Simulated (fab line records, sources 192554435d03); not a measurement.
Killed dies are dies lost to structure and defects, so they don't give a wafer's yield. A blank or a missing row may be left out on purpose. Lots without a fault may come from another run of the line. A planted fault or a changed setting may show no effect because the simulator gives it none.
fab line records | flow n5_finfet
record lots=7 wafers=21
route steps=1938 shown SD_EPI_N@279 HKMG_FIN@386 GATE_CUT@510 MOL_CONTACT_COAG@570 BEOL_M0_SAQP@643 BEOL_M0@715 BEOL_M1@794
start_h: hours from the record's first day to the start of the lot's first wafer shown | wait_h: hours since the lot's step before | " the same as in the row above | L1.1+2: a row that stands for several wafers | - no value, or no start given | * or withheld: withheld | < > ~ a bound
route shown NAME@n: a module of which the file shows steps, and the number in the route of the first | usual: mean/standard deviation of fault-free wafers | same: alike in all rows | chamber/n: place in a boat | sites: the reading at each site | _std_site: their standard deviation | _edge_site: outer sites' mean less inner sites' | radius_mm: how far each site lies from the wafer's centre | mask NAME#n: copy n | behind: the tool/chamber that last shaped the wafer | hold: why the lot was held/for how many hours/how that ended | device: the transistor (n, p or np) that didn't switch | end of line: the same wafers' tests at the end of the route | a step without rows: its recipe alone | killed: dies lost to structure and defects at the first sort, not the wafer's yield | map: a wafer's dies, x killed, . not, _ none there
set.NAME: the setting as run; set.NAME@STEP: as run at that earlier step | model.NAME: the simulator's own value behind a step, which no gauge read
lots whose settings were changed on purpose; a table a step, a row a wafer
## steps
# step N5_SD_EPI_N_ETCH_16
# recipe chemistry=CHF3/O2 target=SiO2 target_depth_a=50 mask_material=SOC pressure_mtorr=30 source_w=650 bias_w=170 Ar_flow_sccm=200 CHF3_flow_sccm=50 O2_flow_sccm=5 ion_energy_ev=200
# columns lot.wafer tool chamber start_h wait_h set.target_depth_a model.etch.depth_nm
L080.2 rie_diel-01 3 88.87 0.1 50 4.939
L080.3 " 0 " " 50 4.97
L080.4 " 1 " " 51.66 5.08
L084.1 rie_diel-06 0 109.23 0.1 44.46 4.299
L084.3 " 3 " " 50 5.006
L084.4 " 2 " " 50 5.105
L091.2 rie_diel-01 0 154.53 0.1 50 4.938
L091.4 " 1 " " 50 4.822
L091.6 " 2 " " 50 5.007
L093.1 rie_diel-06 3 167.94 0.1 50 4.979
L093.3 " 1 " " 50 5.069
L093.5 " 2 " " 46.45 4.65
L095.1 rie_diel-01 0 176.69 0.1 46.94 4.64
L095.3 " 3 " " 50 4.871
L095.6 " 2 " " 50 4.937
L096.1 rie_diel-01 2 184.39 0.1 44.97 4.434
L096.2 " 0 " " 44.97 4.427
L096.4 " 1 " " 50 4.768
L097.1 rie_diel-06 1 188.83 0.1 50 5.047
L097.2 " 2 " " 50 5.007
L097.3 " 3 " " 50 4.997
# step N5_HKMG_FIN_HK_ALD_01
# recipe material=HfO2 target_thk_a=16 temp_c=withheld ald_precursor_family=HfCl4 ald_co_reactant=H2O pulse_time_s=3 purge_time_s=3 co_reactant_purge_time_s=2.5 co_reactant_pulse_time_s=0.3 ald_cycles=30
# columns lot.wafer tool chamber start_h wait_h set.ald_cycles
L080.2+3+4 ald_hk-01 2,1,3 110.42 0.0 30
L084.1 ald_hk-01 0 131.19 0.0 27
L084.3+4 " 1,3 " " 30
L091.2+4+6 ald_hk-03 3,0,2 175.76 0.0 30
L093.1 ald_hk-02 3 187.90 0.0 31
L093.3+5 " 2 " " 30
L095.1+6 ald_hk-02 1,3 197.97 0.0 30
L095.3 " 2 " " 25
L096.1+2+4 ald_hk-02 0,2,1 205.00 0.0 30
L097.1+2+3 ald_hk-02 3,0,1 209.87 0.0 30
# step N5_HKMG_FIN_EXPOSE_46
# recipe mask_id=NDIPOLE na=1.35 source_shape=conventional sigma_outer=0.8 polarization=unpolarized dose_mj=40
# columns lot.wafer tool chamber start_h wait_h mask set.dose_mj
L080.2+3 arfi_scanner-03 0 111.24 - NDIPOLE#0 40
L080.4 " 0 " " NDIPOLE#0 39.19
L084.1+3 arfi_scanner-02 0 132.01 - NDIPOLE#0 41.24
L084.4 " 0 " " NDIPOLE#0 40
L091.2 arfi_scanner-01 0 176.60 - NDIPOLE#0 40
L091.4+6 " 0 " " NDIPOLE#0 41.92
L093.1+3+5 arfi_scanner-02 0 188.59 - NDIPOLE#0 40
L095.1 arfi_scanner-02 0 198.66 - NDIPOLE#0 40
L095.3+6 " 0 " " NDIPOLE#0 42.22
L096.1 arfi_scanner-03 0 205.82 - NDIPOLE#0 40
L096.2+4 " 0 " " NDIPOLE#0 38.55
L097.1+2+3 arfi_scanner-01 0 210.69 - NDIPOLE#0 40
# step N5_HKMG_FIN_PEB_47
# recipe peb_temp_c=withheld peb_time_s=60 resist=CAR-ArF
# step N5_HKMG_FIN_DEVELOP_48
# recipe develop_time_s=30 developer=TMAH resist=CAR-ArF rinse_liquid=diw dry=air_spin dev_temp_c=23
# step N5_HKMG_FIN_CD_MEAS_49
# recipe target_cd_nm=202 landing_energy_ev=500 detector=se_inlens polarity=opening
# usual cd_nm=201.8/0.8
# columns lot.wafer tool chamber start_h wait_h set.dose_mj@HKMG_FIN_EXPOSE_46 cd_nm
L080.2 cd_sem-03 0 111.36 - 40 201.1
L080.3 " 0 " " 40 202.1
L080.4 " 0 " " 39.19 201.2
L084.1 cd_sem-03 0 132.13 - 41.24 204.3
L084.3 " 0 " " 41.24 203.5
L084.4 " 0 " " 40 201.9
L091.2 cd_sem-01 0 176.72 - 40 201.0
L091.4 " 0 " " 41.92 203.1
L091.6 " 0 " " 41.92 204.0
L093.1 cd_sem-03 0 188.72 - 40 203.4
L093.3 " 0 " " 40 203.8
L093.5 " 0 " " 40 203.1
L095.1 cd_sem-02 0 198.79 - 40 200.6
L095.3 " 0 " " 42.22 204.8
L095.6 " 0 " " 42.22 204.7
L096.1 cd_sem-01 0 205.94 - 40 200.2
L096.2 " 0 " " 38.55 199.0
L096.4 " 0 " " 38.55 199.1
L097.1 cd_sem-01 0 210.82 - 40 202.5
L097.2 " 0 " " 40 201.2
L097.3 " 0 " " 40 201.5
# step N5_HKMG_FIN_WET_ETCH_82
# recipe chemistry=dHCl mix=1:10000 temp_c=25 target=La2O3 stop_on=HfO2 target_depth_nm=2 dry=ipa_marangoni rinse_time_s=30 rinse_temp_c=23
# step N5_HKMG_FIN_ALD_36
# recipe material=TiN target_thk_a=10 temp_c=400 ald_precursor_family=TiCl4 ald_co_reactant=NH3 pulse_time_s=1 purge_time_s=3 co_reactant_purge_time_s=2 co_reactant_pulse_time_s=2 ald_cycles=47 pressure_torr=3
# step N5_HKMG_FIN_THK_MEAS_70
# recipe thk_meas_gauge=xrf reads=HfO2_of_HKMG_FIN_HK_ALD_01
# usual HK_THK=1.606/0.022
# columns lot.wafer tool chamber start_h wait_h set.ald_cycles@HKMG_FIN_HK_ALD_01 HK_THK[nm]
L080.2 film_metro-02 - 113.99 0.2 30 1.627
L080.3 " - " " 30 1.639
L080.4 " - " " 30 1.610
L084.1 film_metro-01 - 134.62 0.2 27 1.440
L084.3 " - " " 30 1.601
L084.4 " - " " 30 1.612
L091.2 film_metro-01 - 179.39 0.2 30 1.597
L091.4 " - " " 30 1.602
L091.6 " - " " 30 1.641
L093.1 film_metro-02 - 191.37 0.2 31 1.701
L093.3 " - " " 30 1.622
L093.5 " - " " 30 1.616
L095.1 film_metro-01 - 201.28 0.2 30 1.590
L095.3 " - " " 25 1.311
L095.6 " - " " 30 1.582
L096.1 film_metro-02 - 208.62 0.2 30 1.596
L096.2 " - " " 30 1.605
L096.4 " - " " 30 1.571
L097.1 film_metro-02 - 213.32 0.2 30 1.620
L097.2 " - " " 30 1.605
L097.3 " - " " 30 1.624
# step N5_GATE_CUT_ALD_22
# recipe material=SiNx target_thk_a=160 temp_c=400 ald_precursor_family=SiH2I2 ald_co_reactant=N2/H2-plasma pulse_time_s=1 ald_cycles=320 purge_time_s=2 co_reactant_purge_time_s=2 pressure_torr=2
# columns lot.wafer tool chamber start_h wait_h set.ald_cycles model.SiNx_of_GATE_CUT_ALD_22.thk_nm
L080.2 ald_sin-04 0 124.34 0.0 320 16
L080.3+4 " 2,3 " " 371 18.4
L084.1 ald_sin-01 2 146.86 0.6 320 16
L084.3+4 " 0,1 " " 286 14.4
L091.2 ald_sin-01 2 191.04 0.4 320 16
L091.4 " 1 " " 349 17.6
L091.6 " 3 " " 349 17.4
L093.1+3+5 ald_sin-01 2,1,3 202.86 0.3 320 16
L095.1+3 ald_sin-01 2,0 211.29 0.0 320 16
L095.6 " 2 " " 320 16.2
L096.1+4 ald_sin-03 2,3 218.96 0.0 320 16
L096.2 " 1 " " 360 18
L097.1+2+3 ald_sin-03 1,3,2 223.79 0.0 320 15.8
# step N5_MOL_CONTACT_COAG_EXPOSE_81
# recipe mask_id=VG na=0.33 source_shape=annular sigma_inner=0.3 sigma_outer=0.7 polarization=unpolarized defocus_nm=0 dose_mj=59.5
# columns lot.wafer tool chamber start_h wait_h mask set.dose_mj
L080.2+3+4 euv_scanner-02 0 141.36 - VG#0 59.5
L084.1 euv_scanner-01 0 158.76 - VG#0 55.56
L084.3+4 " 0 " " VG#0 59.5
L091.2+4 euv_scanner-01 0 203.66 - VG#0 59.5
L091.6 " 0 " " VG#0 58.18
L093.1+3 euv_scanner-01 0 215.28 - VG#0 59.5
L093.5 " 0 " " VG#0 61.34
L095.1+3+6 euv_scanner-01 0 227.69 - VG#0 59.5
L096.1 euv_scanner-01 0 231.73 - VG#0 61.03
L096.2+4 " 0 " " VG#0 59.5
L097.1+2+3 euv_scanner-02 0 237.03 - VG#0 59.5
# step N5_MOL_CONTACT_COAG_PEB_82
# recipe peb_temp_c=100 peb_time_s=60 resist=CAR-EUV
# step N5_MOL_CONTACT_COAG_DEVELOP_83
# recipe develop_time_s=30 developer=TMAH resist=CAR-EUV rinse_liquid=surfactant_rinse dry=air_spin dev_temp_c=23
# step N5_MOL_CONTACT_COAG_CD_MEAS_84
# recipe target_cd_nm=25.1 landing_energy_ev=500 detector=se_inlens polarity=opening
# usual cd_nm=25.00/0.25
# columns lot.wafer tool chamber start_h wait_h set.dose_mj@MOL_CONTACT_COAG_EXPOSE_81 cd_nm
L080.2 cd_sem-03 0 141.49 - 59.5 25.19
L080.3 " 0 " " 59.5 24.81
L080.4 " 0 " " 59.5 24.72
L084.1 cd_sem-03 0 158.90 - 55.56 22.97
L084.3 " 0 " " 59.5 24.85
L084.4 " 0 " " 59.5 24.88
L091.2 cd_sem-02 0 203.80 - 59.5 24.78
L091.4 " 0 " " 59.5 24.91
L091.6 " 0 " " 58.18 24.39
L093.1 cd_sem-03 0 215.42 - 59.5 24.90
L093.3 " 0 " " 59.5 24.95
L093.5 " 0 " " 61.34 25.89
L095.1 cd_sem-01 0 227.83 - 59.5 25.06
L095.3 " 0 " " 59.5 25.11
L095.6 " 0 " " 59.5 25.20
L096.1 cd_sem-03 0 231.87 - 61.03 25.74
L096.2 " 0 " " 59.5 24.96
L096.4 " 0 " " 59.5 25.08
L097.1 cd_sem-02 0 237.17 - 59.5 25.37
L097.2 " 0 " " 59.5 25.00
L097.3 " 0 " " 59.5 25.45
# step N5_MOL_CONTACT_COAG_PRECLEAN_144
# recipe chemistry=alkaline_clean temp_c=60 time_s=60 do_ppb=50
# step N5_MOL_CONTACT_COAG_SRD_145
# recipe dry=ipa_marangoni time_s=30 temp_c=23 rinse_liquid=diw
# step N5_MOL_CONTACT_COAG_CD_MEAS_137
# recipe target_cd_nm=16
# usual cd_nm=15.7/0.36
# columns lot.wafer tool chamber start_h wait_h set.dose_mj@MOL_CONTACT_COAG_EXPOSE_81 cd_nm
L080.2 cd_sem-02 - 142.53 0.0 59.5 15.6
L080.3 " - " " 59.5 15.7
L080.4 " - " " 59.5 15.1
L084.1 cd_sem-01 - 159.87 0.0 55.56 13.3
L084.3 " - " " 59.5 15.8
L084.4 " - " " 59.5 15.8
L091.2 cd_sem-01 - 204.84 0.0 59.5 16.0
L091.4 " - " " 59.5 15.9
L091.6 " - " " 58.18 15.5
L093.1 cd_sem-02 - 216.61 0.0 59.5 15.8
L093.3 " - " " 59.5 15.4
L093.5 " - " " 61.34 16.0
L095.1 cd_sem-02 - 228.76 0.0 59.5 15.9
L095.3 " - " " 59.5 15.6
L095.6 " - " " 59.5 16.3
L096.1 cd_sem-01 - 232.80 0.0 61.03 16.7
L096.2 " - " " 59.5 15.9
L096.4 " - " " 59.5 16.2
L097.1 cd_sem-01 - 238.44 0.0 59.5 15.6
L097.2 " - " " 59.5 15.9
L097.3 " - " " 59.5 16.3
# step N5_BEOL_M0_SAQP_COAT_08
# recipe resist=CAR-ArF spin_rpm=1500 resist_thk_nm=90
# columns lot.wafer tool chamber start_h wait_h set.spin_rpm model.CAR-ArF_of_BEOL_M0_SAQP_COAT_08.thk_nm
L080.2+3 litho_track-01 0 - - 1500 90.6
L080.4 " 0 " " 1347 95.6
L084.1 litho_track-01 0 - - 1500 90.6
L084.3 " 0 " " 1500 90.2
L084.4 " 0 " " 1336 95.8
L091.2+6 litho_track-02 0 - - 1663 85.4
L091.4 " 0 " " 1500 90
L093.1 litho_track-02 0 - - 1500 89.6
L093.3+5 " 0 " " 1500 89.4
L095.1+6 litho_track-03 0 - - 1500 89.8
L095.3 " 0 " " 1500 90
L096.1 litho_track-02 0 - - 1604 86.8
L096.2 " 0 " " 1604 87
L096.4 " 0 " " 1500 90
L097.1 litho_track-03 0 - - 1500 90.2
L097.2+3 " 0 " " 1500 90
# step N5_BEOL_M0_SAQP_EBR_10
# recipe solvent=PGMEA ebr_width_mm=1.5
# step N5_BEOL_M0_SAQP_SOFTBAKE_09
# recipe temp_c=110 time_s=60 resist=CAR-ArF
# step N5_BEOL_M0_SAQP_EXPOSE_11
# recipe mask_id=M0_CORE na=1.35 source_shape=dipole sigma_inner=0.538 sigma_outer=0.738 polarization=te target_cd_nm=42 dose_mj=55
# step N5_BEOL_M0_SAQP_PEB_12
# recipe peb_temp_c=withheld peb_time_s=60 resist=CAR-ArF
# step N5_BEOL_M0_SAQP_DEVELOP_13
# recipe develop_time_s=30 developer=TMAH resist=CAR-ArF dev_temp_c=23 rinse_liquid=diw dry=air_spin
# columns lot.wafer tool chamber start_h wait_h set.spin_rpm@BEOL_M0_SAQP_COAT_08 model.CAR-ArF_of_BEOL_M0_SAQP_COAT_08.thk_nm
L080.2 litho_track-01 0 - - 1500 88.8
L080.3 " 0 " " 1500 89
L080.4 " 0 " " 1347 93.8
L084.1 litho_track-02 0 - - 1500 88.8
L084.3 " 0 " " 1500 88.6
L084.4 " 0 " " 1336 94
L091.2 litho_track-01 0 - - 1663 83.6
L091.4 " 0 " " 1500 88.2
L091.6 " 0 " " 1663 83.8
L093.1+3 litho_track-02 0 - - 1500 87.8
L093.5 " 0 " " 1500 87.6
L095.1 litho_track-02 0 - - 1500 88.2
L095.3 " 0 " " 1500 88.4
L095.6 " 0 " " 1500 88
L096.1 litho_track-02 0 - - 1604 85.2
L096.2 " 0 " " 1604 85.4
L096.4 " 0 " " 1500 88.4
L097.1 litho_track-01 0 - - 1500 88.6
L097.2+3 " 0 " " 1500 88.4
# step N5_BEOL_M0_SAQP_DESCUM_19
# recipe chemistry=O2 time_s=7.9 source_power_w=50 bias_power_w=20 pressure_mtorr=20 rf_frequency_hz=2.712e+07 temp_c=40 resist=CAR-ArF o2_flow_sccm=225
# columns lot.wafer tool chamber start_h wait_h set.time_s set.spin_rpm@BEOL_M0_SAQP_COAT_08 model.CAR-ArF_of_BEOL_M0_SAQP_COAT_08.thk_nm
L080.2 rie_diel-03 3 149.46 0.2 6.539 1500 84.8
L080.3 " 1 " " 6.539 1500 85
L080.4 " 2 " " 7.9 1347 89
L084.1 rie_diel-04 0 169.64 0.0 7.164 1500 84.4
L084.3 " 2 " " 7.164 1500 84.2
L084.4 " 1 " " 7.9 1336 89.2
L091.2 rie_diel-02 1 212.64 0.3 7.9 1663 78.8
L091.4 " 2 " " 9.28 1500 82.6
L091.6 " 3 " " 9.28 1663 78
L093.1 rie_diel-03 2 224.19 0.0 7.9 1500 83
L093.3 " 3 " " 9.124 1500 82.2
L093.5 " 3 " " 9.124 1500 82
L095.1 rie_diel-03 3 238.14 0.7 7.9 1500 83.2
L095.3 " 2 " " 8.808 1500 83
L095.6 " 2 " " 8.808 1500 82.6
L096.1 rie_diel-04 1 241.94 0.0 6.922 1604 81
L096.2 " 2 " " 7.9 1604 80.6
L096.4 " 0 " " 6.922 1500 84.2
L097.1 rie_diel-04 1 246.68 0.0 7.9 1500 83.8
L097.2 " 3 " " 7.9 1500 83.4
L097.3 " 2 " " 7.9 1500 83.6
# step N5_BEOL_M0_SAQP_ETCH_83
# recipe chemistry=CF4 target=SiARC target_depth_a=390 mask_material=CAR-ArF time_s=65 ion_energy_ev=80 pressure_mtorr=40 source_w=545 bias_w=36 Ar_flow_sccm=100 cf4_flow_sccm=100 ends=cleared
# columns lot.wafer tool chamber start_h wait_h set.spin_rpm@BEOL_M0_SAQP_COAT_08 model.CAR-ArF_of_BEOL_M0_SAQP_COAT_08.thk_nm
L080.2+3 rie_diel-03 3,1 149.49 0.0 1500 56.8
L080.4 " 2 " " 1347 61
L084.1 rie_diel-04 0 169.68 0.0 1500 56.6
L084.3 " 2 " " 1500 56.2
L084.4 " 1 " " 1336 61.4
L091.2 rie_diel-02 1 212.68 0.0 1663 50.8
L091.4 " 2 " " 1500 54.8
L091.6 " 3 " " 1663 50.2
L093.1 rie_diel-03 2 224.23 0.0 1500 55.2
L093.3 " 3 " " 1500 54.2
L093.5 " 3 " " 1500 54
L095.1 rie_diel-03 3 238.18 0.0 1500 55.2
L095.3 " 2 " " 1500 55
L095.6 " 2 " " 1500 54.6
L096.1 rie_diel-04 1 241.97 0.0 1604 53
L096.2 " 2 " " 1604 52.6
L096.4 " 0 " " 1500 56.2
L097.1 rie_diel-04 1 246.72 0.0 1500 55.8
L097.2 " 3 " " 1500 55.4
L097.3 " 2 " " 1500 55.6
# step N5_BEOL_M0_ETCH_138
# recipe chemistry=CH3F/O2 target_depth_a=120 target=SiCN time_s=31.6 ion_energy_ev=120 pressure_mtorr=30 source_w=395 bias_w=75 Ar_flow_sccm=150 CH3F_flow_sccm=30 O2_flow_sccm=20 ends=cleared
# usual rf_vpp_V=297.2/2
# columns lot.wafer tool chamber start_h wait_h set.source_w rf_vpp_V
L080.2 rie_diel-05 0 155.53 0.0 395 294.3
L080.3 " 3 " " 331.8 314.5
L080.4 " 1 " " 395 301.0
L084.1 rie_diel-05 3 175.74 0.0 395 297.6
L084.3 " 0 " " 395 293.0
L084.4 " 1 " " 429.1 291.9
L091.2 rie_diel-05 1 218.95 0.0 335.2 315.7
L091.4 " 1 " " 395 298.9
L091.6 " 3 " " 335.2 313.2
L093.1 rie_diel-05 0 230.31 0.0 432.1 286.3
L093.3 " 1 " " 432.1 290.2
L093.5 " 1 " " 432.1 291.3
L095.1 rie_diel-06 0 245.26 0.0 395 298.6
L095.3 " 1 " " 369.4 303.3
L095.6 " 3 " " 369.4 304.3
L096.1 rie_diel-05 3 247.82 0.0 395 297.3
L096.2 " 2 " " 324.9 319.5
L096.4 " 1 " " 395 299.6
L097.1 rie_diel-05 3 252.19 0.0 395 296.5
L097.2 " 2 " " 395 298.8
L097.3 " 0 " " 395 294.4
# step N5_BEOL_M0_TRENCH_ETCH_107
# recipe chemistry=C4F6/O2 target_depth_a=328 target=SiOC time_s=16.4 ion_energy_ev=250 pressure_mtorr=30 source_w=355 bias_w=185 Ar_flow_sccm=300 C4F6_flow_sccm=10 O2_flow_sccm=10
# columns lot.wafer tool chamber start_h wait_h set.target_depth_a model.BEOL_M0.feature_depth_nm
L080.2 rie_diel-05 2 157.56 0.0 345.6 33.6
L080.3 " 0 " " 328 32.6
L080.4 " 1 " " 345.6 35.2
L084.1 rie_diel-06 3 178.96 0.0 296 29.6
L084.3 " 0 " " 328 32
L084.4 " 2 " " 328 32.8
L091.2 rie_diel-06 3 221.84 0.0 297.7 29.8
L091.4 " 0 " " 297.7 29.2
L091.6 " 3 " " 328 32.8
L093.1 rie_diel-05 0 233.08 0.0 340.9 33.8
L093.3 " 1 " " 340.9 35
L093.5 " 1 " " 328 33.4
L095.1 rie_diel-06 3 245.79 0.0 328 32.8
L095.3 " 0 " " 351.6 34.6
L095.6 " 2 " " 328 33.4
L096.1+4 rie_diel-01 3 248.84 0.0 328 32.6
L096.2 " 1 " " 328 31
L097.1+2 rie_diel-05 0,3 253.63 0.0 328 32.4
L097.3 " 2 " " 328 33
# step N5_BEOL_M1_ETCH_70
# recipe chemistry=N2/H2 target=SOC target_depth_a=800 overetch_a=160 mask_material=SiARC temp_c=40 time_s=120 ion_energy_ev=200 pressure_mtorr=30 source_w=840 bias_w=150 n2_flow_sccm=200 h2_flow_sccm=200
# usual rf_vpp_V=524.8/2.2
# columns lot.wafer tool chamber start_h wait_h set.source_w rf_vpp_V
L080.2 rie_diel-04 0 163.81 0.0 840 523.6
L080.3 " 1 " " 840 527.4
L080.4 " 2 " " 840 526.8
L084.1 rie_diel-04 0 187.97 0.0 711.2 553.2
L084.3 " 1 " " 840 527.2
L084.4 " 0 " " 840 523.9
L091.2 rie_diel-03 1 232.73 0.0 840 521.1
L091.4 " 3 " " 921.7 512.6
L091.6 " 2 " " 921.7 508.4
L093.1 rie_diel-03 0 242.20 0.0 840 522.8
L093.3 " 3 " " 840 526.5
L093.5 " 2 " " 840 523.1
L095.1 rie_diel-03 2 253.42 0.0 840 523.3
L095.3 " 0 " " 840 522.4
L095.6 " 0 " " 840 524.4
L096.1 rie_diel-04 0 261.53 0.0 744.1 545.4
L096.2 " 3 " " 840 525.3
L096.4 " 2 " " 840 524.6
L097.1 rie_diel-02 0 270.82 0.0 840 524.1
L097.2 " 3 " " 840 528.4
L097.3 " 2 " " 840 524.4
# step N5_BEOL_M1_TRENCH_ETCH_37
# recipe chemistry=C4F6/O2 target_depth_a=552.07 target=SiOC time_s=29 ion_energy_ev=250 pressure_mtorr=30 source_w=355 bias_w=185 Ar_flow_sccm=300 C4F6_flow_sccm=10 O2_flow_sccm=10
# usual rf_vpp_V=663/15
# columns lot.wafer tool chamber start_h wait_h set.bias_w rf_vpp_V
L080.2 rie_diel-04 0 - - 185 671
L080.3 " 1 " " 185 681
L080.4 " 2 " " 185 685
L084.1 rie_diel-04 0 - - 185 671
L084.3 " 1 " " 185 681
L084.4 " 0 " " 185 670
L091.2 rie_diel-03 1 - - 185 637
L091.4 " 3 " " 172.4 611
L091.6 " 2 " " 172.4 620
L093.1 rie_diel-03 0 - - 185 662
L093.3 " 3 " " 185 646
L093.5 " 2 " " 185 655
L095.1 rie_diel-03 2 - - 208 718
L095.3 " 0 " " 208 727
L095.6 " 0 " " 185 662
L096.1 rie_diel-04 0 - - 176.6 648
L096.2 " 3 " " 185 661
L096.4 " 2 " " 185 684
L097.1 rie_diel-02 0 - - 185 672
L097.2 " 3 " " 185 673
L097.3 " 2 " " 185 680
## key
split step=N5_SD_EPI_N_ETCH_16 setting=target_depth_a stated=50 by=wafer
response step=N5_SD_EPI_N_ETCH_16 reading=model.etch.depth_nm change=+0.051 per=1% r=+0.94
split step=N5_HKMG_FIN_HK_ALD_01 setting=ald_cycles stated=30 by=wafer
response step=N5_HKMG_FIN_THK_MEAS_70 reading=HK_THK change=+0.0168 per=1% r=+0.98
split step=N5_HKMG_FIN_EXPOSE_46 setting=dose_mj stated=40 by=wafer
response step=N5_HKMG_FIN_CD_MEAS_49 reading=cd_nm change=+0.578 per=1% r=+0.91
split step=N5_GATE_CUT_ALD_22 setting=ald_cycles stated=320 by=wafer
response step=N5_GATE_CUT_ALD_22 reading=model.SiNx_of_GATE_CUT_ALD_22.thk_nm change=+0.155 per=1% r=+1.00
split step=N5_MOL_CONTACT_COAG_EXPOSE_81 setting=dose_mj stated=59.5 by=wafer
response step=N5_MOL_CONTACT_COAG_CD_MEAS_84 reading=cd_nm change=+0.283 per=1% r=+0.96
response step=N5_MOL_CONTACT_COAG_CD_MEAS_137 reading=cd_nm change=+0.317 per=1% r=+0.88
split step=N5_BEOL_M0_SAQP_COAT_08 setting=spin_rpm stated=1500 by=wafer
response step=N5_BEOL_M0_SAQP_COAT_08 reading=model.CAR-ArF_of_BEOL_M0_SAQP_COAT_08.thk_nm change=-0.466 per=1% r=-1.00
response step=N5_BEOL_M0_SAQP_DEVELOP_13 reading=model.CAR-ArF_of_BEOL_M0_SAQP_COAT_08.thk_nm change=-0.458 per=1% r=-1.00
response step=N5_BEOL_M0_SAQP_DESCUM_19 reading=model.CAR-ArF_of_BEOL_M0_SAQP_COAT_08.thk_nm change=-0.422 per=1% r=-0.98
response step=N5_BEOL_M0_SAQP_ETCH_83 reading=model.CAR-ArF_of_BEOL_M0_SAQP_COAT_08.thk_nm change=-0.431 per=1% r=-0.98
split step=N5_BEOL_M0_SAQP_DESCUM_19 setting=time_s stated=7.9 by=wafer
response none clear
split step=N5_BEOL_M0_ETCH_138 setting=source_w stated=395 by=wafer
response step=N5_BEOL_M0_ETCH_138 reading=rf_vpp_V change=-1.03 per=1% r=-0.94
split step=N5_BEOL_M0_TRENCH_ETCH_107 setting=target_depth_a stated=328 by=wafer
response step=N5_BEOL_M0_TRENCH_ETCH_107 reading=model.BEOL_M0.feature_depth_nm change=+0.297 per=1% r=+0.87
split step=N5_BEOL_M1_ETCH_70 setting=source_w stated=840 by=wafer
response step=N5_BEOL_M1_ETCH_70 reading=rf_vpp_V change=-1.66 per=1% r=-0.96
split step=N5_BEOL_M1_TRENCH_ETCH_37 setting=bias_w stated=185 by=wafer
response step=N5_BEOL_M1_TRENCH_ETCH_37 reading=rf_vpp_V change=+4.55 per=1% r=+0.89
